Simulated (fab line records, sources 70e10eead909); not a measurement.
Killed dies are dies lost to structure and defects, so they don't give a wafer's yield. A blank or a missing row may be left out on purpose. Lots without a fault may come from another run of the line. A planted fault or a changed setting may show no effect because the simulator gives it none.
fab line records | flow nand_harc
record lots=5 wafers=15 last_day=24
route steps=1159 shown P_M0@255 P_M1@285
lots that met no fault: from a run of the same line without faults
start_h: hours from the record's first day to the start of the lot's first wafer shown | wait_h: hours since the lot's step before | " the same as in the row above | L1.1+2: a row that stands for several wafers | - no value, or no start given | * or withheld: withheld | < > ~ a bound
route shown NAME@n: a module of which the file shows steps, and the number in the route of the first | usual: mean/standard deviation of fault-free wafers | same: alike in all rows | chamber/n: place in a boat | sites: the reading at each site | _std_site: their standard deviation | _edge_site: outer sites' mean less inner sites' | radius_mm: how far each site lies from the wafer's centre | mask NAME#n: copy n | behind: the tool/chamber that last shaped the wafer | hold: why the lot was held/for how many hours/how that ended | device: the transistor (n, p or np) that didn't switch | end of line: the same wafers' tests at the end of the route | a step without rows: its recipe alone | killed: dies lost to structure and defects at the first sort, not the wafer's yield | map: a wafer's dies, x killed, . not, _ none there
set.NAME: the setting as run; set.NAME@STEP: as run at that earlier step | model.NAME: the simulator's own value behind a step, which no gauge read
lots at some steps of the route; a table a step, a row a wafer
services: from which hour (start_h, from the record's first day; less than 0 if before it) a tool's chamber was out of use, for how many hours, and why
## steps
# step NHARC_P_M0_HMDS_02
# recipe time_s=30
# columns lot.wafer tool chamber start_h wait_h
L077.1+4+6 litho_track-06 0 - -
L084.2+3+6 litho_track-04 0 - -
L086.1+2+6 litho_track-04 0 - -
L090.2+4+6 litho_track-01 0 - -
L095.1+4+5 litho_track-01 0 - -
# step NHARC_P_M0_COAT_33
# recipe temp_c=200 time_s=65
# columns lot.wafer tool chamber start_h wait_h
L077.1+4+6 litho_track-06 0 - -
L084.2+3+6 litho_track-04 0 - -
L086.1+2+6 litho_track-04 0 - -
L090.2+4+6 litho_track-01 0 - -
L095.1+4+5 litho_track-01 0 - -
# step NHARC_P_M0_COAT_03
# recipe spin_rpm=1500 resist_thk_nm=90
# columns lot.wafer tool chamber start_h wait_h
L077.1+4+6 litho_track-06 0 - -
L084.2+3+6 litho_track-04 0 - -
L086.1+2+6 litho_track-04 0 - -
L090.2+4+6 litho_track-01 0 - -
L095.1+4+5 litho_track-01 0 - -
# step NHARC_P_M0_SOFTBAKE_04
# recipe temp_c=105 time_s=55
# columns lot.wafer tool chamber start_h wait_h
L077.1+4+6 litho_track-06 0 - -
L084.2+3+6 litho_track-04 0 - -
L086.1+2+6 litho_track-04 0 - -
L090.2+4+6 litho_track-01 0 - -
L095.1+4+5 litho_track-01 0 - -
# step NHARC_P_M0_EBR_05
# columns lot.wafer tool chamber start_h wait_h
L077.1+4+6 litho_track-06 0 - -
L084.2+3+6 litho_track-04 0 - -
L086.1+2+6 litho_track-04 0 - -
L090.2+4+6 litho_track-01 0 - -
L095.1+4+5 litho_track-01 0 - -
# step NHARC_P_M0_EXPOSE_06
# recipe na=1.35 target_cd_nm=90 dose_mj=81.28 mask_id=P_M0
# usual stage_vel_mm_s=500.02/0.23
# columns lot.wafer tool chamber start_h wait_h mask stage_vel_mm_s
L077.1 arfi_scanner-01 0 137.93 - P_M0#0 499.73
L077.4 " 0 " " P_M0#0 499.80
L077.6 " 0 " " P_M0#0 499.76
L084.2 arfi_scanner-01 0 174.37 - P_M0#0 500.18
L084.3 " 0 " " P_M0#0 499.79
L084.6 " 0 " " P_M0#0 500.05
L086.1 arfi_scanner-03 0 192.11 - P_M0#0 499.98
L086.2 " 0 " " P_M0#0 499.91
L086.6 " 0 " " P_M0#0 499.82
L090.2 arfi_scanner-02 0 217.72 - P_M0#0 499.94
L090.4 " 0 " " P_M0#0 500.31
L090.6 " 0 " " P_M0#0 500.12
L095.1 arfi_scanner-01 0 243.75 - P_M0#0 500.36
L095.4 " 0 " " P_M0#0 500.42
L095.5 " 0 " " P_M0#0 500.05
# step NHARC_P_M0_PEB_07
# recipe peb_temp_c=100 peb_time_s=65
# columns lot.wafer tool chamber start_h wait_h
L077.1+4+6 litho_track-01 0 137.99 0.1
L084.2+3+6 litho_track-01 0 174.42 0.1
L086.1+2+6 litho_track-04 0 192.17 0.1
L090.2+4+6 litho_track-04 0 217.77 0.1
L095.1+4+5 litho_track-04 0 243.82 0.1
# step NHARC_P_M0_DEVELOP_08
# recipe develop_time_s=35 dev_temp_c=23
# columns lot.wafer tool chamber start_h wait_h
L077.1+4+6 litho_track-01 0 - -
L084.2+3+6 litho_track-01 0 - -
L086.1+2+6 litho_track-04 0 - -
L090.2+4+6 litho_track-04 0 - -
L095.1+4+5 litho_track-04 0 - -
# step NHARC_P_M0_CD_MEAS_09
# recipe target_cd_nm=90 landing_energy_ev=500
# usual cd_nm=89.8/0.72
# columns lot.wafer tool chamber start_h wait_h cd_nm
L077.1 cd_sem-03 0 138.07 - 89.9
L077.4 " 0 " " 90.4
L077.6 " 0 " " 89.4
L084.2 cd_sem-02 0 174.51 - 90.0
L084.3 " 0 " " 89.7
L084.6 " 0 " " 89.4
L086.1 cd_sem-01 0 192.25 - 90.1
L086.2 " 0 " " 88.4
L086.6 " 0 " " 89.4
L090.2 cd_sem-03 0 217.85 - 90.9
L090.4 " 0 " " 88.8
L090.6 " 0 " " 89.3
L095.1 cd_sem-01 0 243.89 - 90.7
L095.4 " 0 " " 90.2
L095.5 " 0 " " 89.5
# step NHARC_P_M0_OVL_MEAS_10
# recipe pitch_nm=180
# usual overlay_x_nm=0.1/0.86 overlay_y_nm=-0.2/0.78
# columns lot.wafer tool chamber start_h wait_h overlay_x_nm overlay_y_nm
L077.1 overlay-02 - 138.16 - 0.1 0.9
L077.4 " - " " 0.0 0.6
L077.6 " - " " 0.5 0.4
L084.2 overlay-01 - 174.59 - 0.1 -0.9
L084.3 " - " " 0.1 -0.5
L084.6 " - " " 0.2 -0.6
L086.1 overlay-01 - 192.34 - -0.3 1.0
L086.2 " - " " 0.1 1.5
L086.6 " - " " -0.1 1.4
L090.2 overlay-02 - 217.94 - -0.2 -1.2
L090.4 " - " " -1.4 -1.3
L090.6 " - " " -1.2 -1.3
L095.1 overlay-01 - 243.98 - -1.5 -2.0
L095.4 " - " " -1.2 -1.6
L095.5 " - " " -0.8 -1.4
# step NHARC_P_M0_INSPECT_11
# usual raw_defect_count=3.5/2.1
# columns lot.wafer tool chamber start_h wait_h raw_defect_count
L077.1 defect_inspect-02 - 138.19 0.0 4
L077.4 " - " " 4
L077.6 " - " " 2
L084.2 defect_inspect-02 - 174.63 0.0 3
L084.3 " - " " 3
L084.6 " - " " 2
L086.1 defect_inspect-02 - 192.38 0.0 6
L086.2 " - " " 3
L086.6 " - " " 6
L090.2 defect_inspect-02 - 217.98 0.0 5
L090.4 " - " " 5
L090.6 " - " " 4
L095.1 defect_inspect-01 - 244.02 0.0 7
L095.4 " - " " 1
L095.5 " - " " 1
# step NHARC_P_M0_DESCUM_14
# recipe time_s=3 o2_flow_sccm=200 ar_flow_sccm=0 bias_power_w=0 chemistry=O2
# usual drypump_motor_current_A=5.5/0.39 oes_product_au=0.997/0.013 rf_vpp_V=57.9/0.94 showerhead_plenum_p_Torr=1.96/0.07 throttle_valve_pct=11.312/0.0091
# columns lot.wafer tool chamber start_h wait_h drypump_motor_current_A oes_product_au rf_hours_counter_h rf_vpp_V showerhead_plenum_p_Torr throttle_valve_pct
L077.4 rie_diel-03 0 138.25 0.1 5.5 1.013 6 58.5 2.00 11.314
L077.1 " 2 " " 5.8 0.990 7 58.3 1.95 11.327
L077.6 " 1 " " 5.6 1.018 - 57.2 2.05 11.311
L084.2 rie_diel-03 1 174.70 0.1 5.6 1.011 10 58.0 2.05 11.311
L084.3 " 3 " " 5.8 0.998 9 57.5 1.98 11.303
L084.6 " 1 " " 5.6 1.017 - 58.1 2.05 11.319
L086.2 rie_diel-08 1 192.44 0.1 5.4 0.980 4 58.5 1.98 11.307
L086.1 " 3 " " 5.1 0.997 3 58.0 1.80 11.306
L086.6 " 2 " " 4.9 0.987 - 57.5 1.99 11.324
L090.4 rie_diel-01 3 218.04 0.1 5.8 0.992 4 58.2 2.00 11.310
L090.2 " 0 " " 6.0 0.997 4 58.0 1.80 11.304
L090.6 " 0 " " 6.0 1.007 - 57.7 1.80 11.326
L095.1 rie_diel-08 1 244.09 0.1 5.4 0.976 7 56.4 1.97 11.304
L095.4 " 2 " " 4.8 0.991 8 57.9 1.99 11.308
L095.5 " 1 " " 5.4 0.977 - 58.0 1.97 11.316
# step NHARC_P_M0_ETCH_34
# recipe target_depth_a=400 overetch_a=120 time_s=43.94 ion_energy_ev=200 n2_flow_sccm=150 h2_flow_sccm=150 ar_flow_sccm=0 rf_w=400 bias_w=150 chemistry=N2/H2
# usual drypump_motor_current_A=5.5/0.4 oes_product_au=0.997/0.012 rf_vpp_V=431.9/2.3 showerhead_plenum_p_Torr=2.09/0.082 throttle_valve_pct=14.171/0.0078
# columns lot.wafer tool chamber start_h wait_h drypump_motor_current_A oes_product_au rf_hours_counter_h rf_vpp_V showerhead_plenum_p_Torr throttle_valve_pct
L077.1 rie_diel-03 0 138.35 0.1 5.4 1.006 6 433.8 2.13 14.171
L077.4 " 2 " " 5.9 0.984 7 431.1 2.08 14.190
L077.6 " 3 " " 5.8 0.988 - 431.8 2.11 14.172
L084.2 rie_diel-03 3 174.78 0.1 5.8 1.004 9 431.6 2.11 14.175
L084.3 " 0 " " 5.4 1.003 9 432.6 2.13 14.170
L084.6 " 3 " " 5.8 1.000 - 432.0 2.11 14.174
L086.1 rie_diel-08 2 192.52 0.1 4.8 0.993 4 432.6 2.13 14.171
L086.2 " 0 " " 5.9 0.997 4 432.6 2.07 14.182
L086.6 " 3 " " 5.1 0.994 - 427.2 1.92 14.157
L090.2 rie_diel-01 2 218.12 0.1 5.2 1.019 4 434.9 2.20 14.175
L090.4 " 3 " " 5.9 1.005 4 433.5 2.13 14.172
L090.6 " 3 " " 5.9 1.013 - 433.1 2.13 14.172
L095.4 rie_diel-08 3 244.17 0.1 5.1 1.006 7 427.1 1.91 14.161
L095.1 " 0 " " 5.8 1.004 8 433.2 2.06 14.177
L095.5 " 0 " " 5.8 1.013 - 430.9 2.06 14.180
# step NHARC_P_M0_ETCH_15
# recipe target_depth_a=1500 overetch_a=150 time_s=82.5 c4f8_flow_sccm=withheld ar_flow_sccm=400 rf_w=600 bias_w=300 chemistry=C4F8/Ar
# usual oes_product_au=0.950/0.023 rf_vpp_V=442.1/2.4
# columns lot.wafer tool chamber start_h wait_h oes_product_au rf_hours_counter_h rf_vpp_V
L077.1 rie_diel-03 0 - - 0.963 6 442.9
L077.4 " 1 " " 0.975 7 444.6
L077.6 " 0 " " 0.956 - 443.1
L084.2 rie_diel-03 2 - - 0.917 10 442.1
L084.3 " 0 " " 0.924 9 444.4
L084.6 " 3 " " 0.921 - 442.0
L086.1 rie_diel-08 0 - - 0.965 4 441.2
L086.2 " 1 " " 0.930 4 443.8
L086.6 " 3 " " 0.963 - 437.0
L090.2 rie_diel-01 2 - - 0.984 4 446.5
L090.4 " 0 " " 0.970 4 437.1
L090.6 " 2 " " 0.982 - 445.5
L095.4 rie_diel-08 3 - - 0.969 7 437.6
L095.1 " 1 " " 0.931 7 443.3
L095.5 " 2 " " 0.959 - 443.3
# step NHARC_P_M0_CD_MEAS_16
# usual cd_nm=90.0/1.1
# columns lot.wafer tool chamber start_h wait_h cd_nm
L077.1 cd_sem-03 - 138.55 - 90.3
L077.4 " - " " 90.0
L077.6 " - " " 89.1
L084.2 cd_sem-03 - 174.99 - 90.9
L084.3 " - " " 90.2
L084.6 " - " " 89.8
L086.1 cd_sem-03 - 192.74 - 90.9
L086.2 " - " " 88.5
L086.6 " - " " 87.7
L090.2 cd_sem-02 - 218.34 - 91.5
L090.4 " - " " 87.6
L090.6 " - " " 89.3
L095.1 cd_sem-02 - 244.38 - 90.9
L095.4 " - " " 90.2
L095.5 " - " " 90.4
# step NHARC_P_M0_STRIP_18
# recipe power_w=1000 n2_flow_sccm=150 h2_flow_sccm=150 ar_flow_sccm=0 bias_w=0 chemistry=N2/H2
# usual drypump_motor_current_A=5.6/0.41 oes_product_au=0.999/0.012 rf_vpp_V=90.9/0.97 showerhead_plenum_p_Torr=2.09/0.088 throttle_valve_pct=14.169/0.0094
# columns lot.wafer tool chamber start_h wait_h drypump_motor_current_A oes_product_au rf_hours_counter_h rf_vpp_V showerhead_plenum_p_Torr throttle_valve_pct
L077.1 rie_diel-08 0 138.68 0.1 5.8 0.999 0 91.1 2.07 14.160
L077.6 " 0 " " 5.8 1.006 - 90.2 2.07 14.153
L077.4 " 1 " " 5.4 0.987 - 92.5 2.11 14.179
L084.2 rie_diel-01 3 175.06 0.1 5.9 1.012 2 90.9 2.13 14.162
L084.3 " 0 " " 6.0 0.993 2 88.7 1.92 14.154
L084.6 " 0 " " 6.0 1.001 - 91.5 1.92 14.163
L086.2 rie_diel-01 1 192.84 0.1 6.3 1.007 4 90.7 2.05 14.161
L086.1 " 3 " " 5.9 0.996 3 91.5 2.13 14.179
L086.6 " 1 " " 6.3 0.999 - 92.5 2.05 14.172
L090.2 rie_diel-08 2 218.41 0.1 4.9 0.997 6 91.3 2.13 14.159
L090.4 " 1 " " 5.4 0.980 5 91.0 2.11 14.164
L090.6 " 2 " " 4.8 0.987 - 90.5 2.13 14.178
L095.4 rie_diel-03 0 244.45 0.1 5.5 0.972 1 89.9 2.13 14.170
L095.1 " 2 " " 5.8 1.001 1 91.4 2.08 14.180
L095.5 " 1 " " 5.6 1.024 - 91.7 2.19 14.166
# step NHARC_P_M0_STRIP_19
# recipe time_s=600 temp_c=30 chemistry=post_etch_residue_remover
# columns lot.wafer tool chamber start_h wait_h
L077.6+1+4 wet_bench-09 7,2,4 138.98 -
L084.2+6+3 wet_bench-09 1,2,4 175.35 -
L086.1+6+2 wet_bench-09 4,5,7 193.09 -
L090.2+4+6 wet_bench-04 1,3,4 218.69 -
L095.4+1+5 wet_bench-04 1,2,3 244.73 -
# step NHARC_P_M0_DEGAS_28
# recipe temp_c=250 time_s=60
# usual heater_power_w=317/24
# columns lot.wafer tool chamber start_h wait_h heater_power_w
L077.1 pvd_sputter-02 - 139.26 - 304
L077.4 " - " " 290
L077.6 " - " " 286
L084.2 pvd_sputter-01 - 175.61 - 348
L084.3 " - " " 338
L084.6 " - " " 348
L086.1 pvd_sputter-01 - 193.37 - 349
L086.2 " - " " 323
L086.6 " - " " 349
L090.2 pvd_sputter-03 - 218.95 - 347
L090.4 " - " " 316
L090.6 " - " " 315
L095.4 pvd_sputter-02 - 244.99 - 286
L095.1 " - " " 304
L095.5 " - " " 284
# step NHARC_P_M0_PRE_CLEAN_29
# recipe time_s=30 temp_c=280 gas=H2/He
# usual heater_power_w=391/30
# columns lot.wafer tool chamber start_h wait_h heater_power_w
L077.4 pvd_sputter-02 - - - 350
L077.1 " - " " 357
L077.6 " - " " 378
L084.3 pvd_sputter-01 - - - 430
L084.2 " - " " 401
L084.6 " - " " 426
L086.1 pvd_sputter-01 - - - 428
L086.2 " - " " 403
L086.6 " - " " 396
L090.4 pvd_sputter-03 - - - 449
L090.2 " - " " 422
L090.6 " - " " 373
L095.4 pvd_sputter-02 - - - 362
L095.1 " - " " 389
L095.5 " - " " 367
# step NHARC_P_M0_PVD_20
# recipe target_thk_a=50 bias_v=168.6 power_w=15000 chamber_pressure_pa=0.12 time_s=8.06 substrate_temp_c=50 material=TaN
# usual throttle_valve_pct=30.0/0.94
# columns lot.wafer tool chamber start_h wait_h throttle_valve_pct
L077.4 pvd_sputter-02 - - - 31.3
L077.1 " - " " 28.5
L077.6 " - " " 28.9
L084.2 pvd_sputter-01 - - - 30.6
L084.3 " - " " 29.1
L084.6 " - " " 30.7
L086.2 pvd_sputter-01 - - - 31.2
L086.1 " - " " 28.7
L086.6 " - " " 31.3
L090.2 pvd_sputter-03 - - - 30.4
L090.4 " - " " 31.3
L090.6 " - " " 29.3
L095.4 pvd_sputter-02 - - - 28.6
L095.1 " - " " 29.7
L095.5 " - " " 28.8
# step NHARC_P_M0_PVD_21
# recipe target_thk_a=300 chamber_pressure_pa=5 power_w=5000 substrate_temp_c=30 time_s=20.49 material=Cu
# usual throttle_valve_pct=30.0/0.9
# columns lot.wafer tool chamber start_h wait_h throttle_valve_pct
L077.4 pvd_sputter-02 - - - 30.6
L077.1 " - " " 29.7
L077.6 " - " " 28.9
L084.2 pvd_sputter-01 - - - 29.1
L084.3 " - " " 28.7
L084.6 " - " " 29.3
L086.1 pvd_sputter-01 - - - 28.9
L086.2 " - " " 30.5
L086.6 " - " " 28.8
L090.4 pvd_sputter-03 - - - 29.1
L090.2 " - " " 29.3
L090.6 " - " " 29.3
L095.4 pvd_sputter-02 - - - 29.0
L095.1 " - " " 28.6
L095.5 " - " " 28.6
# step NHARC_P_M0_ECD_22
# recipe target_thk_a=4000 bath_temp_c=25 material=Cu
# columns lot.wafer tool chamber start_h wait_h
L077.1+4+6 ecd_cu-01 1,1,0 139.66 -
L084.2+3+6 ecd_cu-01 1,0,1 176.01 -
L086.2+1+6 ecd_cu-02 0,1,0 193.72 -
L090.2+4+6 ecd_cu-02 0,1,1 219.37 -
L095.1+4+5 ecd_cu-02 1,1,0 245.41 -
# step NHARC_P_M0_ANNEAL_30
# recipe temp_c=225 time_s=90
# usual wafer_temp_C_max=225.89/0.23
# columns lot.wafer tool chamber start_h wait_h wafer_temp_C_max
L077.1 rtp_anneal-02 0 139.99 0.3 226.12
L077.4 " 0 " " 226.22
L077.6 " 0 " " 226.30
L084.2 rtp_anneal-02 0 176.40 0.3 225.63
L084.3 " 0 " " 225.53
L084.6 " 0 " " 225.60
L086.1 rtp_anneal-01 0 194.10 - 225.72
L086.2 " 0 " " 225.79
L086.6 " 0 " " 225.68
L090.2 rtp_anneal-01 0 219.86 - 225.92
L090.4 " 0 " " 226.02
L090.6 " 0 " " 225.66
L095.1 rtp_anneal-02 0 245.74 0.3 225.93
L095.4 " 0 " " 225.53
L095.5 " 0 " " 225.85
# step NHARC_P_M0_CMP_23
# recipe t_overpolish_s=20 target_thk_nm=117.53
# usual motor_current_A=12.1/1.1 time_to_endpoint_s=29/3.3
# columns lot.wafer tool chamber start_h wait_h motor_current_A time_to_endpoint_s
L077.1 cmp-03 0 140.40 - 13.6 30
L077.4 " 1 " " 11.1 26
L077.6 " 2 " " 13.8 32
L084.2 cmp-01 0 176.69 - 12.0 33
L084.3 " 3 " " 11.4 24
L084.6 " 1 " " 13.2 25
L086.1 cmp-01 3 194.44 - 11.6 25
L086.2 " 0 " " 12.7 37
L086.6 " 3 " " 11.0 26
L090.4 cmp-04 1 220.15 - 14.6 23
L090.2 " 3 " " 11.0 25
L090.6 " 1 " " 12.6 24
L095.1 cmp-03 2 246.09 - 14.0 31
L095.4 " 1 " " 10.9 29
L095.5 " 2 " " 14.2 31
# step NHARC_P_M0_THK_MEAS_24
# recipe thk_meas_gauge=xrf
# usual thk_nm=117.4/1.6
# columns lot.wafer tool chamber start_h wait_h thk_nm
L077.1 film_metro-02 - 140.65 - 116.5
L077.4 " - " " 114.9
L077.6 " - " " 117.1
L084.2 film_metro-01 - 177.01 - 120.2
L084.3 " - " " 113.5
L084.6 " - " " 117.4
L086.1 film_metro-01 - 194.76 - 116.2
L086.2 " - " " 118.7
L086.6 " - " " 117.4
L090.2 film_metro-01 - 220.46 - 117.2
L090.4 " - " " 118.2
L090.6 " - " " 115.5
L095.1 film_metro-01 - 246.40 - 119.3
L095.4 " - " " 117.6
L095.5 " - " " 119.4
# step NHARC_P_M0_SRD_25
# columns lot.wafer tool chamber start_h wait_h
L077.6+1+4 wet_bench-08 0,2,3 140.70 0.0
L084.2+6+3 wet_bench-08 0,4,5 177.05 0.0
L086.6+2+1 wet_bench-08 2,3,5 194.80 0.0
L090.4+2+6 wet_bench-08 3,4,0 220.50 0.0
L095.5+4+1 wet_bench-10 4,5,6 246.46 0.1
# step NHARC_P_M0_INSPECT_27
# usual raw_defect_count=276/110
# columns lot.wafer tool chamber start_h wait_h raw_defect_count
L077.1 defect_inspect-01 - 140.81 0.0 234
L077.4 " - " " 269
L077.6 " - " " 303
L084.2 defect_inspect-02 - 177.17 0.0 227
L084.3 " - " " 312
L084.6 " - " " 123
L086.1 defect_inspect-02 - 194.91 0.0 148
L086.2 " - " " 238
L086.6 " - " " 209
L090.2 defect_inspect-01 - 220.62 0.0 496
L090.4 " - " " 354
L090.6 " - " " 509
L095.1 defect_inspect-01 - 246.56 0.0 270
L095.4 " - " " 163
L095.5 " - " " 202
# step NHARC_P_M0_PRE_CLEAN_31
# recipe time_s=12 temp_c=370 rf_power_w=300 gas=NH3
# usual heater_power_w=647/70
# columns lot.wafer tool chamber start_h wait_h heater_power_w since_wet_clean_h
L077.1 pecvd-03 1 140.89 0.1 633 17
L077.4 " 1 " " 635 -
L077.6 " 2 " " 606 -
L084.3 pecvd-01 2 177.23 0.1 660 108
L084.2 " 1 " " 631 108
L084.6 " 2 " " 668 -
L086.1 pecvd-04 2 194.98 0.1 700 168
L086.2 " 0 " " 641 168
L086.6 " 0 " " 622 -
L090.2 pecvd-03 2 220.70 0.1 566 97
L090.4 " 1 " " 593 -
L090.6 " 0 " " 603 -
L095.1 pecvd-04 0 246.65 0.1 617 38
L095.5 " 1 " " 757 -
L095.4 " 0 " " 628 -
# step NHARC_P_M0_DEP_32
# recipe target_thk_a=300 temp_c=370 target_thk_nm=30 pressure_torr=3 flow_sccm=200 rf_w=450 material=SiCN
# usual heater_power_w=578/57 showerhead_vpp_V=1328/96
# columns lot.wafer tool chamber start_h wait_h heater_power_w showerhead_vpp_V since_wet_clean_h
L077.1 pecvd-03 1 141.00 0.1 532 1265 17
L077.4 " 1 " " 532 1259 -
L077.6 " 2 " " 553 1364 -
L084.3 pecvd-01 2 177.31 0.1 598 1272 108
L084.2 " 1 " " 649 1421 108
L084.6 " 2 " " 592 1281 -
L086.1 pecvd-04 2 195.06 0.1 635 1464 168
L086.2 " 0 " " 500 1293 168
L086.6 " 0 " " 493 1314 -
L090.2 pecvd-03 2 220.81 0.1 563 1358 97
L090.4 " 1 " " 522 1270 -
L090.6 " 0 " " 603 1160 -
L095.1 pecvd-04 0 246.79 0.1 536 1301 39
L095.5 " 1 " " 570 1385 -
L095.4 " 0 " " 524 1313 -
# step NHARC_P_M1_DEP_00
# recipe target_thk_a=1825 target_thk_nm=182.5 temp_c=withheld pressure_torr=5 flow_sccm=200 rf_w=600 material=SiOC
# usual showerhead_vpp_V=1557/100
# columns lot.wafer tool chamber start_h wait_h showerhead_vpp_V since_wet_clean_h
L077.1 pecvd-04 0 141.37 - 1481 114
L077.4 " 2 " " 1694 -
L077.6 " 2 " " 1689 -
L084.3 pecvd-04 1 177.73 - 1629 151
L084.2 " 2 " " 1702 151
L084.6 " 2 " " 1707 -
L086.1 pecvd-01 0 195.52 - 1479 127
L086.2 " 1 " " 1650 127
L086.6 " 0 " " 1487 -
L090.2 pecvd-04 2 221.18 - 1698 13
L090.4 " 2 " " 1680 -
L090.6 " 0 " " 1509 -
L095.1 pecvd-04 0 - - 1505 39
L095.5 " 0 " " 1477 -
L095.4 " 1 " " 1617 -
# step NHARC_P_M1_DEHYDRATE_01
# recipe temp_c=150 time_s=120
# columns lot.wafer tool chamber start_h wait_h
L077.1+4+6 litho_track-01 0 141.91 0.5
L084.2+3+6 litho_track-04 0 178.13 -
L086.1+2+6 litho_track-06 0 195.88 -
L090.2+4+6 litho_track-06 0 221.59 -
L095.1+4+5 litho_track-06 0 247.51 -
# step NHARC_P_M1_HMDS_02
# recipe time_s=30
# columns lot.wafer tool chamber start_h wait_h
L077.1+4+6 litho_track-01 0 - -
L084.2+3+6 litho_track-04 0 - -
L086.1+2+6 litho_track-06 0 - -
L090.2+4+6 litho_track-06 0 - -
L095.1+4+5 litho_track-06 0 - -
# step NHARC_P_M1_COAT_34
# recipe temp_c=200 time_s=65
# columns lot.wafer tool chamber start_h wait_h
L077.1+4+6 litho_track-01 0 - -
L084.2+3+6 litho_track-04 0 - -
L086.1+2+6 litho_track-06 0 - -
L090.2+4+6 litho_track-06 0 - -
L095.1+4+5 litho_track-06 0 - -
# step NHARC_P_M1_COAT_03
# recipe spin_rpm=1500 resist_thk_nm=90
# columns lot.wafer tool chamber start_h wait_h
L077.1+4+6 litho_track-01 0 - -
L084.2+3+6 litho_track-04 0 - -
L086.1+2+6 litho_track-06 0 - -
L090.2+4+6 litho_track-06 0 - -
L095.1+4+5 litho_track-06 0 - -
# step NHARC_P_M1_SOFTBAKE_04
# recipe temp_c=105 time_s=55
# columns lot.wafer tool chamber start_h wait_h
L077.1+4+6 litho_track-01 0 - -
L084.2+3+6 litho_track-04 0 - -
L086.1+2+6 litho_track-06 0 - -
L090.2+4+6 litho_track-06 0 - -
L095.1+4+5 litho_track-06 0 - -
# step NHARC_P_M1_EBR_05
# columns lot.wafer tool chamber start_h wait_h
L077.1+4+6 litho_track-01 0 - -
L084.2+3+6 litho_track-04 0 - -
L086.1+2+6 litho_track-06 0 - -
L090.2+4+6 litho_track-06 0 - -
L095.1+4+5 litho_track-06 0 - -
# step NHARC_P_M1_EXPOSE_06
# recipe na=1.35 target_cd_nm=130 dose_mj=81.88 mask_id=P_M1
# usual stage_vel_mm_s=499.94/0.22
# columns lot.wafer tool chamber start_h wait_h mask stage_vel_mm_s
L077.1 arfi_scanner-01 0 142.20 - P_M1#0 500.20
L077.4 " 0 " " P_M1#0 500.11
L077.6 " 0 " " P_M1#0 499.67
L084.2 arfi_scanner-01 0 178.30 - P_M1#0 500.00
L084.3 " 0 " " P_M1#0 499.83
L084.6 " 0 " " P_M1#0 499.74
L086.1 arfi_scanner-02 0 196.08 - P_M1#0 500.17
L086.2 " 0 " " P_M1#0 500.12
L086.6 " 0 " " P_M1#0 500.09
L090.2 arfi_scanner-03 0 221.75 - P_M1#0 499.89
L090.4 " 0 " " P_M1#0 499.82
L090.6 " 0 " " P_M1#0 499.72
L095.1 arfi_scanner-03 0 247.79 - P_M1#0 499.81
L095.4 " 0 " " P_M1#0 499.94
L095.5 " 0 " " P_M1#0 499.82
# step NHARC_P_M1_PEB_07
# recipe peb_temp_c=100 peb_time_s=65
# columns lot.wafer tool chamber start_h wait_h
L077.1+4+6 litho_track-01 0 142.26 0.1
L084.2+3+6 litho_track-01 0 178.36 0.1
L086.1+2+6 litho_track-06 0 196.14 0.1
L090.2+4+6 litho_track-01 0 221.81 0.1
L095.1+4+5 litho_track-01 0 247.85 0.1
# step NHARC_P_M1_DEVELOP_08
# recipe develop_time_s=35 dev_temp_c=23
# columns lot.wafer tool chamber start_h wait_h
L077.1+4+6 litho_track-01 0 - -
L084.2+3+6 litho_track-01 0 - -
L086.1+2+6 litho_track-06 0 - -
L090.2+4+6 litho_track-01 0 - -
L095.1+4+5 litho_track-01 0 - -
# step NHARC_P_M1_CD_MEAS_09
# recipe target_cd_nm=130 landing_energy_ev=500
# usual cd_nm=129.9/0.72
# columns lot.wafer tool chamber start_h wait_h cd_nm
L077.1 cd_sem-02 0 142.34 - 129.9
L077.4 " 0 " " 129.5
L077.6 " 0 " " 129.0
L084.2 cd_sem-01 0 178.44 - 129.9
L084.3 " 0 " " 129.2
L084.6 " 0 " " 130.4
L086.1 cd_sem-01 0 196.22 - 130.2
L086.2 " 0 " " 129.8
L086.6 " 0 " " 130.8
L090.2 cd_sem-01 0 221.89 - 128.5
L090.4 " 0 " " 130.4
L090.6 " 0 " " 129.7
L095.1 cd_sem-03 0 247.93 - 128.6
L095.4 " 0 " " 130.3
L095.5 " 0 " " 129.2
# step NHARC_P_M1_OVL_MEAS_10
# recipe pitch_nm=260
# usual overlay_x_nm=0.1/0.91 overlay_y_nm=0.0/0.92
# columns lot.wafer tool chamber start_h wait_h overlay_x_nm overlay_y_nm
L077.1 overlay-02 - 142.43 - 1.0 1.2
L077.4 " - " " 1.5 1.2
L077.6 " - " " 1.1 1.4
L084.2 overlay-02 - 178.52 - 0.8 1.1
L084.3 " - " " 0.3 1.0
L084.6 " - " " 0.2 1.1
L086.1 overlay-01 - 196.31 - 0.4 0.7
L086.2 " - " " 0.4 0.9
L086.6 " - " " 0.7 0.6
L090.2 overlay-02 - 221.98 - 0.0 1.4
L090.4 " - " " 0.1 1.6
L090.6 " - " " 0.4 1.6
L095.1 overlay-01 - 248.02 - 0.2 0.8
L095.4 " - " " 0.3 0.8
L095.5 " - " " 0.2 0.8
# step NHARC_P_M1_INSPECT_11
# usual raw_defect_count=3.7/2.4
# columns lot.wafer tool chamber start_h wait_h raw_defect_count
L077.1 defect_inspect-02 - 142.46 0.0 2
L077.4 " - " " 2
L077.6 " - " " 1
L084.2 defect_inspect-01 - 178.56 0.0 5
L084.3 " - " " 3
L084.6 " - " " 2
L086.1 defect_inspect-02 - 196.35 0.0 5
L086.2 " - " " 0
L086.6 " - " " 7
L090.2 defect_inspect-02 - 222.01 0.0 7
L090.4 " - " " 5
L090.6 " - " " 7
L095.1 defect_inspect-01 - 248.06 0.0 2
L095.4 " - " " 1
L095.5 " - " " 0
## services
# columns tool chamber start_h hours kind
litho_track-06 - 117.00 7.0 pm
arfi_scanner-03 - 120.05 4.8 repair
rie_diel-08 - 124.80 9.0 pm
rie_diel-03 0 132.94 2.5 repair
pvd_sputter-03 - 136.77 1.8 repair
rie_diel-01 - 137.80 9.0 pm
arfi_scanner-03 - 140.00 4.0 pm
litho_track-04 - 141.00 7.0 pm
pvd_sputter-01 - 158.00 10.0 pm
ecd_cu-02 - 180.00 8.0 pm
arfi_scanner-01 - 186.39 0.7 repair
pecvd-04 - 195.32 13.0 pm
arfi_scanner-01 - 196.00 4.0 pm
pvd_sputter-03 - 201.02 6.9 repair
pvd_sputter-02 - 206.51 0.8 repair
rie_diel-01 1 209.32 3.8 repair
pvd_sputter-02 - 214.01 10.0 pm
pecvd-01 - 214.97 0.8 repair
rie_diel-03 - 215.30 9.0 pm
pecvd-04 - 229.70 0.8 repair
wet_bench-08 - 230.40 8.0 pm
ecd_cu-02 - 230.75 2.8 repair
rie_diel-03 - 234.95 1.7 repair
pecvd-04 - 240.67 0.9 repair
## key
fault none
